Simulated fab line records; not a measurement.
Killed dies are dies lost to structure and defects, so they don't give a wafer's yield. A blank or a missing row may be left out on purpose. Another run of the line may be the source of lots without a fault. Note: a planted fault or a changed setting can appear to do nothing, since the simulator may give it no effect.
Shared-tool check / flow n5_finfet / 27 wafers sampled across 9 lots

WHY IT WAS OPENED
At N5_SD_ACTIVATION_RS_MEAS_03 the reading RS_SD_N is flagged on 2 of 9 lots. No-fault wafers: 21.76 ohm/sq, standard deviation 0.28.
Rule: a lot gets a flag if all its wafers with a number sit over 4 standard deviations from that mean, or if no wafer of it has a number. The rest of the lots are taken to be sound.

lot=L784; measured=day 4 03:29; on=film_metro-02; RS_SD_N (ohm/sq), wafer by wafer=21.61 21.77 21.99; flag=
lot=L785; measured=day 4 12:58; on=film_metro-01; RS_SD_N (ohm/sq), wafer by wafer=21.28 21.76 21.53; flag=
lot=L786; measured=day 4 15:05; on=film_metro-01; RS_SD_N (ohm/sq), wafer by wafer=22.20 22.12 22.05; flag=
lot=L788; measured=day 5 08:17; on=film_metro-02; RS_SD_N (ohm/sq), wafer by wafer=25.57 25.55 25.61; flag=FLAGGED
lot=L790; measured=day 5 19:43; on=film_metro-01; RS_SD_N (ohm/sq), wafer by wafer=25.45 25.35 25.41; flag=FLAGGED
lot=L796; measured=day 7 06:46; on=film_metro-02; RS_SD_N (ohm/sq), wafer by wafer=21.96 21.83 21.88; flag=
lot=L800; measured=day 8 06:40; on=film_metro-02; RS_SD_N (ohm/sq), wafer by wafer=21.62 21.89 21.83; flag=
lot=L801; measured=day 8 14:46; on=film_metro-02; RS_SD_N (ohm/sq), wafer by wafer=21.89 21.61 21.71; flag=
lot=L803; measured=day 9 01:05; on=film_metro-02; RS_SD_N (ohm/sq), wafer by wafer=21.85 22.09 22.06; flag=
Average over the flagged lots: 25.49 ohm/sq; offset from the usual +3.73 ohm/sq, equal to +13 standard deviations.

WHICH TOOL EACH LOT WENT THROUGH
The record holds 2 process steps before the reading, out of a route of 1938 steps. Each cell gives the tool, then ch followed by the chambers the sampled wafers passed through, then the start.
lot=L784; flag=; N5_SD_EPI_P_ETCH_16=rie_diel-06 ch 0,1, day 3 23:49; N5_SD_ACTIVATION_LSA_01=laser_anneal-02 ch 0, day 4 03:16
lot=L785; flag=; N5_SD_EPI_P_ETCH_16=rie_diel-04 ch 0,1,2, day 4 09:05; N5_SD_ACTIVATION_LSA_01=laser_anneal-01 ch 0, day 4 12:47
lot=L786; flag=; N5_SD_EPI_P_ETCH_16=rie_diel-04 ch 0,2,3, day 4 11:22; N5_SD_ACTIVATION_LSA_01=laser_anneal-02 ch 0, day 4 14:54
lot=L788; flag=FLAGGED; N5_SD_EPI_P_ETCH_16=rie_diel-06 ch 2,3, day 5 04:46; N5_SD_ACTIVATION_LSA_01=laser_anneal-02 ch 0, day 5 08:05
lot=L790; flag=FLAGGED; N5_SD_EPI_P_ETCH_16=rie_diel-02 ch 0,1,3, day 5 16:11; N5_SD_ACTIVATION_LSA_01=laser_anneal-02 ch 0, day 5 19:31
lot=L796; flag=; N5_SD_EPI_P_ETCH_16=rie_diel-04 ch 0,1,3, day 7 03:13; N5_SD_ACTIVATION_LSA_01=laser_anneal-01 ch 0, day 7 06:34
lot=L800; flag=; N5_SD_EPI_P_ETCH_16=rie_diel-06 ch 2,3, day 8 01:10; N5_SD_ACTIVATION_LSA_01=laser_anneal-01 ch 0, day 8 06:28
lot=L801; flag=; N5_SD_EPI_P_ETCH_16=rie_diel-02 ch 0,1,2, day 8 10:18; N5_SD_ACTIVATION_LSA_01=laser_anneal-02 ch 0, day 8 14:33
lot=L803; flag=; N5_SD_EPI_P_ETCH_16=rie_diel-04 ch 0,1, day 8 20:41; N5_SD_ACTIVATION_LSA_01=laser_anneal-01 ch 0, day 9 00:54
What is done by these steps:
- N5_SD_EPI_P_ETCH_16: etches SiO2 in CHF3/O2, target depth 5 nm.
- N5_SD_ACTIVATION_LSA_01: time 0.0008 s.
- N5_SD_ACTIVATION_RS_MEAS_03: measures by four-point-probe.

FLAGGED OVER TOTAL, TOOL BY TOOL (the gauges that took the reading come last)
step=N5_SD_EPI_P_ETCH_16; tool=rie_diel-02; lots run=2; flagged=1; share of the flagged lots=some; sound lots run after its first flagged lot=1 (L801)
step=N5_SD_EPI_P_ETCH_16; tool=rie_diel-04; lots run=4; flagged=0; share of the flagged lots=none; sound lots run after its first flagged lot=-
step=N5_SD_EPI_P_ETCH_16; tool=rie_diel-06; lots run=3; flagged=1; share of the flagged lots=some; sound lots run after its first flagged lot=1 (L800)
step=N5_SD_ACTIVATION_LSA_01; tool=laser_anneal-01; lots run=4; flagged=0; share of the flagged lots=none; sound lots run after its first flagged lot=-
step=N5_SD_ACTIVATION_LSA_01; tool=laser_anneal-02; lots run=5; flagged=2; share of the flagged lots=all; sound lots run after its first flagged lot=1 (L801)
step=N5_SD_ACTIVATION_RS_MEAS_03; tool=film_metro-01; lots run=3; flagged=1; share of the flagged lots=some; sound lots run after its first flagged lot=0
step=N5_SD_ACTIVATION_RS_MEAS_03; tool=film_metro-02; lots run=6; flagged=1; share of the flagged lots=some; sound lots run after its first flagged lot=4 (L796,L800,L801,L803)

WHAT IS ALLOWED BY THE TABLE
1 row of the table ran every flagged lot: laser_anneal-02 at N5_SD_ACTIVATION_LSA_01.
- laser_anneal-02 at N5_SD_ACTIVATION_LSA_01: 2 of its 5 lots flagged. Sound lots ran on it after the first flagged one (L801), which a lasting fault on the whole tool wouldn't allow. Its own readings lie more than 4 standard deviations out on every wafer of the flagged lots: wafer_temp_C_max.
There is no row in the table that ran each flagged lot and no sound lot after the first.

WHAT THE SIMULATOR HAD INSERTED
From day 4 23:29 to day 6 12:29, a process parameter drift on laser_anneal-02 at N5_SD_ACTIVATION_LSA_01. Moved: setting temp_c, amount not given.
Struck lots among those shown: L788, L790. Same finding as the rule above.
